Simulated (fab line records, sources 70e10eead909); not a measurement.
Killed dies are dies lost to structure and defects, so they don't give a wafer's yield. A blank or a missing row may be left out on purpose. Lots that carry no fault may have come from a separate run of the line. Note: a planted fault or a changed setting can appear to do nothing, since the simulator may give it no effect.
fab line records	flow nandHarc
[record] lots = 13	wafers = 39	lastDay = 31
route steps=1302 shown A_STAIRCASE@713
lots untouched by any fault: they come from a run of this same line in which no faults occurred
startH: start of the lot's first displayed wafer, in hours after the record's first day	waitH: hours elapsed since this lot's preceding step	" as in the row above	L1.1+2: a single row standing in for several wafers	- value missing, or start not given	* or withheld: withheld	< > ~ a bound
route shown NAME@n: names a module that has steps shown in the file, with the first one's number in the route	usual: mean/standard deviation taken from wafers without a fault	same: alike in all rows	chamber/n: place in a boat	sites: readings site by site	_std_site: standard deviation of those values	_edge_site: the outer-site mean with the inner-site mean subtracted	radiusMm: how far each site lies from the wafer's centre	mask NAME#n: copy n	behind: the most recent tool/chamber to have shaped the wafer	hold: cause of the lot's hold/its duration in hours/its outcome	device: the transistor (n, p or np) that didn't switch	end of line: the route-end tests of the same wafers	step lacking rows: just its recipe	killed: dies lost to structure and defects at the first sort, not the wafer's yield	map: the dies of a wafer, with x for killed, . for not killed, _ for no die there
set.NAME: the setting that was run; set.NAME@STEP: the one run at that earlier step	model.NAME: the simulator's own value behind a step, which no gauge read
one table for each step of the route and one row for each wafer, over a sample of lots
services: the hour from which a tool's chamber was out of use, counted from the record's first day as startH (under 0 if before that day), plus the number of hours and why
[[steps]]
[step NHARC_A_STAIRCASE_ETCH_199]
[recipe] targetDepthA = 1000	timeS = 40.5	ionEnergyEv = 400	c4f8FlowSccm = 20	o2FlowSccm = 10	arFlowSccm = withheld	rfW = 600	biasW = 1000	chemistry = C4F8/O2
[usual] biasW = 1000.2/2.8	oesProductAu = 0.942/0.011	rfVppV = 895/4.7
lot.wafer	tool	chamber	startH	waitH	biasW	oesProductAu	rfHoursCounterH	rfVppV
L274.4	rieDiel-03	1	-	-	1000.6	0.933	22	900
L274.2	"	3	"	"	997.2	0.940	26	896
L274.5	"	1	"	"	997.9	0.938	-	901
L277.3	rieDiel-02	3	-	-	999.3	0.950	56	895
L277.1	"	2	"	"	1001.4	0.953	57	888
L277.5	"	3	"	"	996.3	0.958	-	896
L275.1	rieDiel-03	0	-	-	1002.9	0.928	33	898
L275.2	"	2	"	"	999.3	0.934	36	888
L275.6	"	2	"	"	1000.3	0.929	-	889
L276.4	rieDiel-05	2	-	-	994.6	0.927	43	893
L276.1	"	3	"	"	1001.3	0.936	38	897
L276.6	"	2	"	"	995.1	0.932	-	894
L279.4	rieDiel-05	2	-	-	999.5	0.971	0	892
L279.2	"	0	"	"	997.3	0.953	0	887
L279.5	"	2	"	"	996.5	0.965	-	893
L281.3	rieDiel-03	0	-	-	1003.5	0.941	46	897
L281.4	"	1	"	"	994.1	0.947	33	900
L281.1	"	3	"	"	999.9	0.947	52	897
L280.2	rieDiel-02	3	-	-	1005.6	0.934	4	896
L280.4	"	0	"	"	1001.1	0.934	13	898
L280.5	"	2	"	"	1000.8	0.946	-	888
L282.3	rieDiel-05	2	-	-	997.9	0.940	16	894
L282.2	"	0	"	"	996.6	0.941	17	887
L282.4	"	1	"	"	1001.4	0.926	16	900
L284.2	rieDiel-02	2	-	-	999.1	0.952	25	888
L284.1	"	3	"	"	998.2	0.933	21	894
L284.6	"	0	"	"	996.7	0.933	-	898
L285.3	rieDiel-03	0	-	-	996.3	0.945	1	897
L285.6	"	0	"	"	998.7	0.943	-	897
L285.5	"	1	"	"	1001.0	0.957	-	900
L286.2	rieDiel-03	1	-	-	997.6	0.936	6	900
L286.4	"	3	"	"	1005.5	0.943	-	897
L286.6	"	1	"	"	998.8	0.941	-	899
L287.2	rieDiel-05	1	-	-	998.6	0.936	25	899
L287.3	"	2	"	"	996.5	0.942	26	893
L287.4	"	3	"	"	1001.6	0.935	26	898
L290.3	rieDiel-05	0	-	-	1003.1	0.945	34	888
L290.1	"	2	"	"	997.1	0.949	36	891
L290.5	"	0	"	"	999.3	0.958	-	885
[step NHARC_A_STAIRCASE_TRIM_226]
[recipe] timeS = 211.2	o2FlowSccm = 500	arFlowSccm = 0	biasW = 0	chemistry = O2
[usual] biasW = 0/0	drypumpMotorCurrentA = 6.0/0.43	o2FlowSccm = 499.9/1.5	oesProductAu = 0.995/0.0094	rfVppV = 57.6/0.84	runLengthS = 232.6/0.48	showerheadPlenumPTorr = 3.48/0.12	throttleValvePct = 17.037/0.0093
lot.wafer	tool	chamber	startH	waitH	biasW	drypumpMotorCurrentA	o2FlowSccm	oesProductAu	rfHoursCounterH	rfVppV	runLengthS	showerheadPlenumPTorr	throttleValvePct
L274.2	rieDiel-02	0	364.73	-	0	5.6	498.0	1.000	51	58.2	232.4	3.61	17.021
L274.4	"	1	"	"	0	6.0	501.5	1.006	50	55.7	233.0	3.41	17.029
L274.5	"	3	"	"	0	6.1	499.4	1.002	-	58.1	233.2	3.51	17.050
L277.3	rieDiel-02	1	392.64	-	0	6.0	498.4	0.989	62	57.5	232.6	3.41	17.025
L277.1	"	2	"	"	0	6.0	497.7	0.993	58	56.8	231.9	3.33	17.025
L277.5	"	2	"	"	0	6.0	500.3	1.000	-	57.8	232.5	3.33	17.038
L275.2	rieDiel-03	2	394.82	-	0	6.6	500.2	0.987	37	56.7	233.0	3.31	17.056
L275.1	"	0	"	"	0	5.7	500.5	0.991	34	58.2	232.6	3.58	17.041
L275.6	"	3	"	"	0	6.4	498.6	0.983	-	58.2	231.9	3.53	17.034
L276.4	rieDiel-05	0	396.80	-	0	6.7	502.9	1.005	44	57.5	232.6	3.29	17.046
L276.1	"	1	"	"	0	6.2	498.6	1.000	49	59.4	232.7	3.66	17.043
L276.6	"	0	"	"	0	6.7	501.3	1.006	-	57.2	232.8	3.29	17.037
L279.4	rieDiel-05	3	420.14	-	0	5.2	500.1	0.994	1	56.6	233.0	3.55	17.050
L279.2	"	1	"	"	0	6.2	497.5	0.980	1	57.5	232.9	3.66	17.037
L279.5	"	3	"	"	0	5.2	500.6	0.998	-	58.1	233.4	3.55	17.033
L281.1	rieDiel-03	3	434.24	-	0	6.3	498.0	0.982	52	58.1	231.7	3.52	17.032
L281.3	"	0	"	"	0	5.7	500.1	0.976	46	58.1	232.7	3.57	17.035
L281.4	"	1	"	"	0	5.6	500.7	0.988	34	57.8	232.7	3.63	17.050
L280.2	rieDiel-05	2	435.53	-	0	5.8	500.7	1.011	7	57.8	232.5	3.43	17.041
L280.4	"	0	"	"	0	6.7	499.3	1.002	8	55.6	232.4	3.29	17.039
L280.5	"	2	"	"	0	5.9	500.3	1.001	-	55.5	232.4	3.43	17.027
L284.1	rieDiel-05	3	470.90	-	0	5.2	500.2	1.005	18	58.0	233.2	3.54	17.019
L284.2	"	0	"	"	0	6.7	503.2	0.988	18	56.6	232.6	3.28	17.028
L284.6	"	2	"	"	0	5.8	500.8	0.997	-	57.5	232.9	3.43	17.042
L282.2	rieDiel-03	3	471.14	-	0	6.3	500.3	0.969	1	57.5	231.7	3.52	17.039
L282.3	"	0	"	"	0	5.7	499.2	0.986	1	57.2	233.4	3.57	17.044
L282.4	"	2	"	"	0	6.6	502.4	1.001	1	56.3	232.7	3.29	17.032
L285.3	rieDiel-02	0	475.49	-	0	5.6	499.4	1.000	29	57.7	232.4	3.58	17.036
L285.6	"	0	"	"	0	5.6	498.9	1.002	-	56.8	231.9	3.58	17.050
L285.5	"	1	"	"	0	6.0	501.1	0.994	-	57.3	232.9	3.39	17.040
L286.2	rieDiel-03	0	494.27	-	0	5.7	500.9	0.985	4	59.0	232.8	3.56	17.037
L286.4	"	1	"	"	0	5.6	499.2	0.987	7	55.4	232.4	3.63	17.033
L286.6	"	0	"	"	0	5.7	502.5	0.990	-	58.3	232.5	3.56	17.041
L287.4	rieDiel-02	3	499.16	-	0	6.1	500.6	1.008	29	57.8	232.8	3.49	17.037
L287.3	"	0	"	"	0	5.6	502.3	1.010	36	56.9	231.9	3.58	17.036
L287.2	"	2	"	"	0	6.0	500.9	1.011	33	58.3	231.8	3.31	17.034
L290.3	rieDiel-03	1	534.24	-	-	5.6	499.7	0.994	16	55.7	169.2	3.62	17.028
L290.1	"	2	"	"	-	6.6	500.4	0.988	21	58.4	169.5	3.28	17.033
L290.5	"	1	"	"	0	5.6	500.8	0.982	-	57.7	232.6	3.62	17.044
[step NHARC_A_STAIRCASE_ETCH_232]
[recipe] targetDepthA = 1000	timeS = 40.5	ionEnergyEv = 400	c4f8FlowSccm = 20	o2FlowSccm = 10	arFlowSccm = withheld	rfW = 600	biasW = 1000	chemistry = C4F8/O2
[usual] biasW = 1000.2/2.7	oesProductAu = 0.944/0.012	rfVppV = 894/4.6
lot.wafer	tool	chamber	startH	waitH	biasW	oesProductAu	rfHoursCounterH	rfVppV
L274.2	rieDiel-02	0	-	-	1003.6	0.929	51	897
L274.4	"	2	"	"	1004.2	0.949	49	891
L274.5	"	3	"	"	998.7	0.957	-	897
L277.1	rieDiel-02	1	-	-	1000.3	0.947	62	893
L277.3	"	2	"	"	1002.4	0.948	58	890
L277.5	"	3	"	"	997.6	0.948	-	895
L275.1	rieDiel-05	1	-	-	1001.6	0.937	48	901
L275.2	"	0	"	"	1001.7	0.958	44	889
L275.6	"	2	"	"	1004.2	0.924	-	893
L276.4	rieDiel-05	1	-	-	1000.8	0.937	49	902
L276.1	"	2	"	"	997.9	0.934	44	892
L276.6	"	0	"	"	997.3	0.940	-	886
L279.4	rieDiel-03	0	-	-	1001.5	0.955	42	898
L279.2	"	1	"	"	996.7	0.948	29	900
L279.5	"	1	"	"	1000.7	0.960	-	899
L281.3	rieDiel-02	0	-	-	1001.8	0.947	13	898
L281.1	"	1	"	"	1003.6	0.953	14	891
L281.4	"	2	"	"	999.5	0.950	12	889
L280.4	rieDiel-02	3	-	-	999.8	0.969	5	897
L280.2	"	2	"	"	1003.8	0.957	13	888
L280.5	"	0	"	"	1006.2	0.968	-	898
L284.1	rieDiel-02	1	-	-	1002.0	0.945	26	891
L284.2	"	3	"	"	997.4	0.946	22	895
L284.6	"	1	"	"	1002.6	0.947	-	892
L282.4	rieDiel-02	1	-	-	998.0	0.936	26	889
L282.2	"	2	"	"	997.4	0.930	27	889
L282.3	"	3	"	"	1000.9	0.956	22	894
L285.3	rieDiel-05	3	-	-	997.0	0.944	20	896
L285.6	"	0	"	"	1000.2	0.942	-	887
L285.5	"	1	"	"	997.4	0.953	-	900
L286.2	rieDiel-03	0	-	-	996.1	0.935	4	898
L286.4	"	1	"	"	999.8	0.938	8	901
L286.6	"	3	"	"	1002.5	0.925	-	895
L287.4	rieDiel-05	1	-	-	1001.7	0.950	26	900
L287.3	"	2	"	"	995.4	0.968	27	893
L287.2	"	3	"	"	995.0	0.947	27	896
L290.1	rieDiel-03	3	-	-	999.9	0.956	24	895
L290.3	"	0	"	"	997.9	0.940	21	898
L290.5	"	3	"	"	1001.9	0.939	-	895
[step NHARC_A_STAIRCASE_ETCH_236]
[recipe] targetDepthA = 1000	timeS = 40.5	ionEnergyEv = 400	c4f8FlowSccm = 20	o2FlowSccm = 10	arFlowSccm = withheld	rfW = 600	biasW = 1000	chemistry = C4F8/O2
[usual] biasW = 1001/3.2	oesProductAu = 0.942/0.01	rfVppV = 894/4.7
lot.wafer	tool	chamber	startH	waitH	biasW	oesProductAu	rfHoursCounterH	rfVppV
L274.4	rieDiel-02	0	-	-	997	0.934	51	899
L274.2	"	3	"	"	1000	0.963	49	896
L274.5	"	0	"	"	997	0.941	-	898
L277.1	rieDiel-02	2	-	-	1001	0.929	59	889
L277.3	"	1	"	"	998	0.921	62	891
L277.5	"	1	"	"	993	0.919	-	892
L275.2	rieDiel-05	2	-	-	999	0.938	44	892
L275.1	"	3	"	"	1001	0.943	40	896
L275.6	"	2	"	"	997	0.944	-	893
L276.4	rieDiel-05	2	-	-	1000	0.937	45	892
L276.1	"	0	"	"	998	0.959	45	888
L276.6	"	2	"	"	1009	0.949	-	893
L279.4	rieDiel-03	0	-	-	1002	0.933	42	898
L279.2	"	1	"	"	996	0.944	30	900
L279.5	"	3	"	"	1002	0.955	-	896
L281.1	rieDiel-02	3	-	-	1002	0.942	5	895
L281.4	"	0	"	"	1000	0.949	14	898
L281.3	"	1	"	"	1002	0.935	14	892
L280.4	rieDiel-02	3	-	-	1004	0.956	5	894
L280.2	"	2	"	"	1004	0.931	13	888
L280.5	"	0	"	"	996	0.952	-	899
L284.2	rieDiel-02	2	-	-	996	0.940	27	888
L284.1	"	1	"	"	1002	0.943	26	890
L284.6	"	2	"	"	997	0.950	-	889
L282.4	rieDiel-02	1	-	-	999	0.948	26	891
L282.3	"	2	"	"	1007	0.946	27	889
L282.2	"	3	"	"	998	0.953	23	896
L285.3	rieDiel-05	3	-	-	1002	0.962	20	896
L285.5	"	0	"	"	997	0.950	-	886
L285.6	"	1	"	"	1006	0.935	-	899
L286.4	rieDiel-03	1	-	-	1002	0.939	9	901
L286.2	"	3	"	"	1004	0.933	8	895
L286.6	"	1	"	"	1002	0.940	-	899
L287.4	rieDiel-05	1	-	-	1001	0.933	26	900
L287.2	"	3	"	"	999	0.962	28	898
L287.3	"	0	"	"	995	0.943	27	886
L290.3	rieDiel-03	2	-	-	1003	0.944	22	886
L290.1	"	0	"	"	1000	0.926	22	897
L290.5	"	1	"	"	997	0.937	-	899
[[services]]
tool	chamber	startH	hours	kind
rieDiel-03	2	340.82	2.7	repair
rieDiel-02	0	350.26	-	clean
rieDiel-02	1	350.26	-	clean
rieDiel-02	2	350.26	-	clean
rieDiel-02	3	350.26	-	clean
rieDiel-02	0	374.76	-	clean
rieDiel-02	1	374.76	-	clean
rieDiel-02	2	374.76	-	clean
rieDiel-02	3	374.76	-	clean
rieDiel-03	1	384.70	31.3	repair
rieDiel-02	-	394.44	9.0	pm
rieDiel-02	0	394.44	9.0	ventCycle
rieDiel-02	1	394.44	9.0	ventCycle
rieDiel-02	2	394.44	9.0	ventCycle
rieDiel-02	3	394.44	9.0	ventCycle
rieDiel-02	0	403.44	-	clean
rieDiel-02	1	403.44	-	clean
rieDiel-02	2	403.44	-	clean
rieDiel-05	-	406.98	9.0	pm
rieDiel-02	3	413.34	12.9	repair
rieDiel-03	-	458.30	9.0	pm
rieDiel-03	0	485.25	7.6	repair
rieDiel-05	-	508.42	0.2	repair
rieDiel-03	1	518.37	15.8	repair
[[key]]
[firstSign] step = NHARC_A_STAIRCASE_TRIM_226	reading = runLengthS	direction = down	sigmas = 99+	usual = *	struck = *
effect none on later readings
metAt NHARC_A_STAIRCASE_TRIM_226
struckLots L290
struckWafers L290.1,L290.3
laterRowsLeftOut L290.1,L290.3
sortLeftOut L290.1,L290.3
testerLeftOut L290
notActingAt NHARC_A_STAIRCASE_ETCH_199,NHARC_A_STAIRCASE_ETCH_232,NHARC_A_STAIRCASE_ETCH_236
onsetBetween 494.27 534.24
[fault] kind = processParameterDrift	tool = rieDiel-03	chamber = -	onsetH = 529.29	steps = NHARC_A_STAIRCASE_TRIM_226	channel = timeS	offset = *	shape = step	endH = 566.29	scope = struckWafersOnly	actsIn = *	stated = *
// testerLeftOut: of these lots the tester's yield and bins aren't shown, on N5 and GAA mostly nor the transistor test; their killed dies are dies lost to structure and defects alone, not to doping, threshold or leakage, so they don't give the yield
// sortLeftOut: the simulated sort isn't trusted on such a fault, so these wafers' sort isn't shown, and their yield isn't known
// laterRowsLeftOut: the simulator's readings of these wafers behind a module that went badly wrong aren't trusted and aren't shown, but for the sort
